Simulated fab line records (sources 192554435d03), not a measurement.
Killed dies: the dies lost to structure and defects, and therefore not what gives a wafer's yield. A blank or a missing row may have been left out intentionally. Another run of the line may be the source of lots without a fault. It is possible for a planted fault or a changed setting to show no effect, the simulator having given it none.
Which tool did it?    flow n5 finfet    Sampling: 9 lots, 26 wafers, 5 of 1938 route steps

WHAT THE GAUGES SHOWED, per wafer
N5_BEOL_M1_OVL_MEAS_29. Usual: V0_OVL gives 0.0 nm (standard deviation 0.71).
lot   measured      on          V0_OVL (nm)    flag
L482  day 7 00:25   overlay-01  -0.1 0.1 0.8   
L484  day 7 10:02   overlay-02  0.3 -0.5 -0.3  
L486  day 7 21:59   overlay-01  -0.3 0.0 -0.1  
L488  day 8 08:20   overlay-01  0.7 1.0 0.9    
L490  day 8 20:55   overlay-01  -0.1 -0.7      
L495  day 9 23:29   overlay-01  -0.2 0.2 1.1   
L499  day 10 22:11  overlay-01  0.4 -0.1 0.3   
L500  day 11 02:40  overlay-01  0.1 -1.0 0.5   
L501  day 11 14:29  overlay-01  0.3 0.0 -0.4   

N5_BEOL_M4_RC_MEAS_101. Usual: DIBL_N 36.0 mV/V, standard deviation 2.2; DIBL_P 35.9 mV/V, standard deviation 2.6; IOFF_N 0.16 nA/um, standard deviation 0.038; IOFF_P 0.21 nA/um, standard deviation 0.042; ION_N 675 uA/um, standard deviation 15; ION_P 463 uA/um, standard deviation 10; SS_N 71.5 mV/dec, standard deviation 0.62; SS_P 73.2 mV/dec, standard deviation 0.76; VT_N 250 mV, standard deviation 4.1; VT_P -251 mV, standard deviation 3.6.
lot   measured      on         DIBL_N (mV/V)   DIBL_P (mV/V)   IOFF_N (nA/um)  IOFF_P (nA/um)  ION_N (uA/um)  ION_P (uA/um)  SS_N (mV/dec)   SS_P (mV/dec)   VT_N (mV)    VT_P (mV)       flag
L482  day 9 02:25   prober-02  33.3 36.6 34.8  33.6 37.5 34.4  0.12 0.17 0.14  0.15 0.20 0.15  657 680 656    446 458 444    70.9 72.6 71.8  73.0 73.8 73.3  253 247 251  -255 -251 -255  
L484  day 9 03:22   prober-01  38.7 36.1 33.1  39.3 35.5 32.3  0.21 0.16 0.12  0.26 0.19 0.16  690 675 662    471 459 452    72.2 72.4 71.2  74.5 73.7 72.1  245 249 252  -249 -251 -253  
L486  day 9 22:17   prober-01  36.5 34.2 35.0  35.6 34.0 34.3  0.15 0.13 0.13  0.20 0.19 0.19  672 682 673    462 473 465    71.5 70.9 70.7  73.3 72.4 72.6  249 253 251  -249 -250 -249  
L488  day 9 23:51   prober-02  37.8 35.3 35.8  37.3 34.2 33.6  0.16 0.12 0.13  0.19 0.16 0.15  675 644 653    459 445 446    71.2 70.9 71.9  73.3 73.4 72.5  252 259 256  -254 -256 -259  
L490  day 10 14:58  prober-01  32.9 37.7       30.5 36.0       0.09 0.16       0.17 0.25       639 674        447 474        70.3 71.4       72.9 73.6       257 248      -250 -245       
L495  day 11 22:24  prober-01  36.0 37.0 34.2  37.5 38.6 34.9  0.18 0.19 0.15  0.24 0.25 0.19  687 691 694    470 475 480    71.2 71.3 71.1  73.3 73.8 72.6  246 246 249  -246 -247 -250  
L499  day 13 05:34  prober-02  38.0 34.9 34.1  39.0 35.5 34.3  0.20 0.15 0.13  0.25 0.19 0.18  685 689 664    465 469 458    72.1 71.6 71.3  74.5 73.0 73.1  248 250 253  -251 -250 -254  
L500  day 13 02:10  prober-02  35.9 32.9 33.8  36.9 32.5 31.9  0.17 0.12 0.12  0.28 0.19 0.18  684 663 656    476 462 454    71.5 70.3 70.8  74.2 72.6 72.2  249 255 252  -243 -249 -251  
L501  day 13 18:15  prober-01  37.4 33.0 37.6  40.0 33.5 40.5  0.21 0.14 0.22  0.26 0.17 0.25  678 679 692    458 467 470    71.8 71.5 72.9  74.5 72.5 74.6  242 249 244  -250 -254 -249  

WHICH TOOL RAN EACH LOT (tool, then ch and the chambers of the sampled wafers, then the start)
lot   N5_BEOL_M1_HM_OPEN_17              N5_BEOL_M1_ETCH_77                  N5_BEOL_M1_VIA_ETCH_34
L482  rie metal-03 ch 0,1, day 6 23:47   rie diel-05 ch 1,2, day 7 00:32     rie diel-05 ch 0,1,3, day 7 04:50
L484  rie metal-03 ch 1, day 7 09:28     rie diel-05 ch 1,2, day 7 10:10     rie diel-05 ch 0,1,2, day 7 10:58
L486  rie metal-03 ch 0,1, day 7 21:22   rie diel-03 ch 0,1,2, day 7 22:07   rie diel-03 ch 0,1,3, day 8 06:28
L488  rie metal-01 ch 0,1, day 8 07:40   rie diel-02 ch 0,2, day 8 08:28     rie diel-02 ch 1,2,3, day 8 15:04
L490  rie metal-01 ch 1, day 8 20:24     rie diel-03 ch 0,1, day 8 21:02     rie diel-02 ch 1,2, day 8 23:04
L495  rie metal-01 ch 0,1, day 9 22:47   rie diel-02 ch 0,2,3, day 9 23:35   rie diel-05 ch 2,3, day 10 01:55
L499  rie metal-03 ch 0,1, day 10 21:32  rie diel-03 ch 1,2,3, day 10 22:19  rie diel-05 ch 0,2,3, day 11 05:40
L500  rie metal-03 ch 0,1, day 11 02:08  rie diel-03 ch 1,2, day 11 02:53    rie diel-03 ch 1,2,3, day 11 04:25
L501  rie metal-03 ch 0,1, day 11 13:49  rie diel-05 ch 0,1,3, day 11 14:36  rie diel-05 ch 0,2,3, day 11 22:32
- N5_BEOL_M1_HM_OPEN_17: chemistry Cl2/BCl3, target TiN, target depth 20 nm, overetch 6 nm.
- N5_BEOL_M1_ETCH_77: etches underlayer in N2/H2, target depth 6.5 nm, time 5.2 s.
- N5_BEOL_M1_VIA_ETCH_34: etches the open film in C4F6/O2, target depth 67.8 nm, time 64.4 s.

AS READ BY THE TOOLS THEMSELVES (means over the sampled wafers that have a number; for cases with no such wafer, the mark the record gives instead)
N5_BEOL_M1_HM_OPEN_17. Usual: drypump motor current A 5.6 A, standard deviation 0.35; oes product au 0.73 a.u., standard deviation 0.085; throttle valve pct 22.31 %, standard deviation 0.19.
lot   tool          drypump motor current A (A)  oes product au (a.u.)  throttle valve pct (%)  flag
L482  rie metal-03  5.3                          0.59                   22.51                   
L484  rie metal-03  5.5                          0.78                   22.50                   
L486  rie metal-03  5.4                          0.68                   22.51                   
L488  rie metal-01  6.1                          0.75                   22.18                   
L490  rie metal-01  5.5                          0.77                   22.41                   
L495  rie metal-01  6.0                          0.73                   22.17                   
L499  rie metal-03  5.3                          0.78                   22.26                   
L500  rie metal-03  5.3                          0.77                   22.27                   
L501  rie metal-03  5.4                          0.75                   22.39                   

N5_BEOL_M1_ETCH_77. Usual: drypump motor current A 5.8 A, standard deviation 0.53; etch rf on time s 5.14 s, standard deviation 0.12; oes product au 0.68 a.u., standard deviation 0.059; rf vpp V 524.0 V, standard deviation 2.2; showerhead plenum p Torr 2.55 Torr, standard deviation 0.053; throttle valve pct 17.77 %, standard deviation 0.22.
lot   tool         drypump motor current A (A)  etch rf on time s (s)  oes product au (a.u.)  rf vpp V (V)  showerhead plenum p Torr (Torr)  throttle valve pct (%)  flag
L482  rie diel-05  5.8                          5.14                   0.67                   524.9         2.60                             17.53                   
L484  rie diel-05  5.8                          5.11                   0.69                   526.3         2.57                             17.48                   
L486  rie diel-03  5.3                          5.17                   0.70                   523.9         2.57                             17.78                   
L488  rie diel-02  6.1                          5.14                   0.67                   523.6         2.52                             17.75                   
L490  rie diel-03  5.0                          5.06                   0.75                   522.4         2.54                             17.75                   
L495  rie diel-02  5.7                          5.19                   0.66                   523.4         2.53                             17.89                   
L499  rie diel-03  5.8                          5.12                   0.68                   527.8         2.59                             17.76                   
L500  rie diel-03  5.1                          5.14                   0.70                   524.4         2.60                             17.76                   
L501  rie diel-05  6.0                          5.20                   0.63                   523.0         2.53                             17.94                   

N5_BEOL_M1_VIA_ETCH_34. Usual: drypump motor current A 5.8 A, standard deviation 0.54; oes product au 0.79 a.u., standard deviation 0.072; rf vpp V 671 V, standard deviation 14; showerhead plenum p Torr 2.83 Torr, standard deviation 0.054; throttle valve pct 30.58 %, standard deviation 0.27.
lot   tool         drypump motor current A (A)  oes product au (a.u.)  rf vpp V (V)  showerhead plenum p Torr (Torr)  throttle valve pct (%)  flag
L482  rie diel-05  6.0                          0.77                   666           2.84                             30.75                   
L484  rie diel-05  5.8                          0.76                   658           2.86                             30.45                   
L486  rie diel-03  5.6                          0.86                   676           2.84                             30.49                   
L488  rie diel-02  5.9                          0.76                   675           2.79                             30.64                   
L490  rie diel-02  6.1                          0.67                   668           2.79                             30.66                   
L495  rie diel-05  6.1                          0.81                   652           2.83                             30.64                   
L499  rie diel-05  6.0                          0.76                   663           2.81                             30.76                   
L500  rie diel-03  5.7                          0.78                   668           2.88                             30.42                   
L501  rie diel-05  6.0                          0.76                   665           2.80                             30.77                   

THE ANSWER, worked out from the rows above alone
Rule: a lot is off if the mean of its wafers that have a number lies more than 3 standard deviations from the usual mean. A lot without any number at a reading at which 4 lots or more have one is off too. All remaining lots with rows at the step are treated as sound. First the gauges in route order, then the tools' own readings, where a lot's mean is used as printed above. At the first step where some lot is off, the reading lying furthest off is the one used; lots without a number count as furthest.
Nothing can be told from this: no lot is off at any reading shown.

WHAT THE SIMULATOR HAD PUT IN
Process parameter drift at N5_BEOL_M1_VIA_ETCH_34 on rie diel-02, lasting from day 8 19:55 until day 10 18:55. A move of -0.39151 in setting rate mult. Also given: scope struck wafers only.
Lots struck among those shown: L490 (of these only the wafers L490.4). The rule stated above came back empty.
